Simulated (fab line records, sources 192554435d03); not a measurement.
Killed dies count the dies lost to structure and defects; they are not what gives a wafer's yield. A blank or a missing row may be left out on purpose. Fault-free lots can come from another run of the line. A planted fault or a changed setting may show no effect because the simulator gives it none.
Which tool was responsible? ; flow n5-finfet ; Sampling: 11 lots, 33 wafers, 4 of 1938 route steps

== WHAT THE GAUGES SHOWED, per wafer ==
N5_MIM_BOT_LITHO_OVL_MEAS_11. Usual: for MIM_BOT_OVL the level is 3 nm and the standard deviation is 4.9.
lot;measured;on;MIM_BOT_OVL (nm);flag
L235;day 12 14:10;overlay-02;3 3 -1;
L236;day 12 21:02;overlay-01;2 -2 5;
L237;day 13 08:05;overlay-01;6 10 5;
L238;day 13 00:52;overlay-02;0 1 -1;
L240;day 13 21:20;overlay-02;4 10 6;
L241;day 13 21:18;overlay-01;7 8 11;
L242;day 14 06:34;overlay-01;6 0 2;
L249;day 16 06:08;overlay-02;7 2 2;
L254;day 18 06:40;overlay-01;-3 3 1;
L255;day 17 21:44;overlay-02;3 -5 -1;
L257;day 18 12:43;overlay-01;-4 2 -8;

== EACH LOT AND THE TOOL THAT RAN IT (in order: tool; ch and the chambers of the sampled wafers; start) ==
lot;N5_GATE_CUT_HM_OPEN_40;N5_MIM_TOP_DEGAS_04;N5_MIM_TOP_ETCH_ETCH_00
L235;rie-diel-02 ch 0,1,2, day 4 09:25;pvd-sputter-01, day 12 12:58;rie-metal-03 ch 0,1, day 12 13:35
L236;rie-diel-05 ch 2,3, day 4 15:44;pvd-sputter-02, day 12 19:36;rie-metal-03 ch 0,1, day 12 20:16
L237;rie-diel-06 ch 0,2,3, day 4 22:07;pvd-sputter-01, day 13 06:49;rie-metal-02 ch 0,1, day 13 07:30
L238;rie-diel-02 ch 2,3, day 5 03:32;pvd-sputter-01, day 12 23:30;rie-metal-01 ch 0,1, day 13 00:07
L240;rie-diel-06 ch 0,2,3, day 5 15:22;pvd-sputter-03, day 13 19:43;rie-metal-01 ch 0,1, day 13 20:39
L241;rie-diel-05 ch 0,1,2, day 6 00:19;pvd-sputter-03, day 13 19:34;rie-metal-03 ch 0,1, day 13 20:26
L242;rie-diel-06 ch 2,3, day 6 07:20;pvd-sputter-02, day 14 05:07;rie-metal-02 ch 0, day 14 05:43
L249;rie-diel-06 ch 0,2, day 8 02:13;pvd-sputter-01, day 16 04:35;rie-metal-01 ch 0,1, day 16 05:20
L254;rie-diel-05 ch 1,2,3, day 9 08:05;pvd-sputter-01, day 18 05:19;rie-metal-02 ch 0,1, day 18 05:58
L255;rie-diel-02 ch 0,2, day 9 10:50;pvd-sputter-01, day 17 19:03;rie-metal-02 ch 0,1, day 17 19:50
L257;rie-diel-02 ch 1,2, day 9 23:26;pvd-sputter-03, day 18 11:13;rie-metal-03 ch 0,1, day 18 12:08
- N5_GATE_CUT_HM_OPEN_40: chemistry C4F6/O2, target SiO2, target depth 139 nm, time 85.1 s.
- N5_MIM_TOP_DEGAS_04: time 60 s.
- N5_MIM_TOP_ETCH_ETCH_00: etches TiN in Cl2/BCl3, target depth 38.5 nm.

== AS READ BY THE TOOLS THEMSELVES (means over the sampled wafers that have a number; for cases with no such wafer, the mark the record gives instead) ==
N5_GATE_CUT_HM_OPEN_40. Usual: drypump-motor-current-A 5.7 A, standard deviation 0.34; etch-rf-on-time-s 93.8 s, standard deviation 1.8; oes-product-au 0.71 a.u., standard deviation 0.07; rf-vpp-V 664 V, standard deviation 5.1; showerhead-plenum-p-Torr 2.84 Torr, standard deviation 0.11; throttle-valve-pct 20.99 %, standard deviation 0.21.
lot;tool;drypump-motor-current-A (A);etch-rf-on-time-s (s);oes-product-au (a.u.);rf-vpp-V (V);showerhead-plenum-p-Torr (Torr);throttle-valve-pct (%);flag
L235;rie-diel-02;5.7;91.2;0.71;665;2.90;20.97;
L236;rie-diel-05;5.8;93.1;0.64;667;2.86;20.98;
L237;rie-diel-06;5.6;94.7;0.68;660;2.81;21.01;
L238;rie-diel-02;5.5;95.0;0.72;665;2.79;20.84;
L240;rie-diel-06;5.6;94.2;0.68;660;2.81;21.02;
L241;rie-diel-05;5.8;93.2;0.72;662;2.87;20.84;
L242;rie-diel-06;5.7;94.8;0.65;657;2.72;21.12;
L249;rie-diel-06;5.8;95.6;0.71;660;2.90;21.08;
L254;rie-diel-05;5.6;92.9;0.76;662;2.84;20.82;
L255;rie-diel-02;5.4;96.2;0.65;663;2.86;20.91;
L257;rie-diel-02;5.8;93.8;0.69;665;2.83;20.99;

N5_MIM_TOP_DEGAS_04. Usual: heater-power-w reads 454 W (standard deviation 56).
lot;tool;heater-power-w (W);flag
L235;pvd-sputter-01;423;
L236;pvd-sputter-02;428;
L237;pvd-sputter-01;422;
L238;pvd-sputter-01;456;
L240;pvd-sputter-03;481;
L241;pvd-sputter-03;477;
L242;pvd-sputter-02;463;
L249;pvd-sputter-01;404;
L254;pvd-sputter-01;520;
L255;pvd-sputter-01;427;
L257;pvd-sputter-03;479;

N5_MIM_TOP_ETCH_ETCH_00. Usual: drypump-motor-current-A 5.7 A, standard deviation 0.32; oes-product-au 0.79 a.u., standard deviation 0.084; throttle-valve-pct 22.79 %, standard deviation 0.18.
lot;tool;drypump-motor-current-A (A);oes-product-au (a.u.);throttle-valve-pct (%);flag
L235;rie-metal-03;5.6;0.81;22.73;
L236;rie-metal-03;5.6;0.82;22.72;
L237;rie-metal-02;5.6;0.84;22.84;
L238;rie-metal-01;6.1;0.77;22.62;
L240;rie-metal-01;6.1;0.77;22.63;
L241;rie-metal-03;5.5;0.77;22.82;
L242;rie-metal-02;5.3;0.71;23.02;
L249;rie-metal-01;6.2;0.91;22.53;
L254;rie-metal-02;5.4;0.75;22.94;
L255;rie-metal-02;5.5;0.75;22.95;
L257;rie-metal-03;5.5;0.75;22.84;

== THE ANSWER, worked out from the rows above alone ==
Rule: lot off if the mean of its wafers having a number is beyond 3 standard deviations from the usual mean. Also off: a lot with no number at a reading for which 4 or more lots have one. All remaining lots with rows at the step are treated as sound. First the gauges in route order, then the tools' own readings, where a lot's mean is used as printed above. The first step at which some lot is off is used, and at that step the reading that is off furthest; a lot without a number counts as furthest.
No lot is off on any of the readings shown, so nothing can be concluded from this.

== WHAT HAD BEEN PUT IN BY THE SIMULATOR ==
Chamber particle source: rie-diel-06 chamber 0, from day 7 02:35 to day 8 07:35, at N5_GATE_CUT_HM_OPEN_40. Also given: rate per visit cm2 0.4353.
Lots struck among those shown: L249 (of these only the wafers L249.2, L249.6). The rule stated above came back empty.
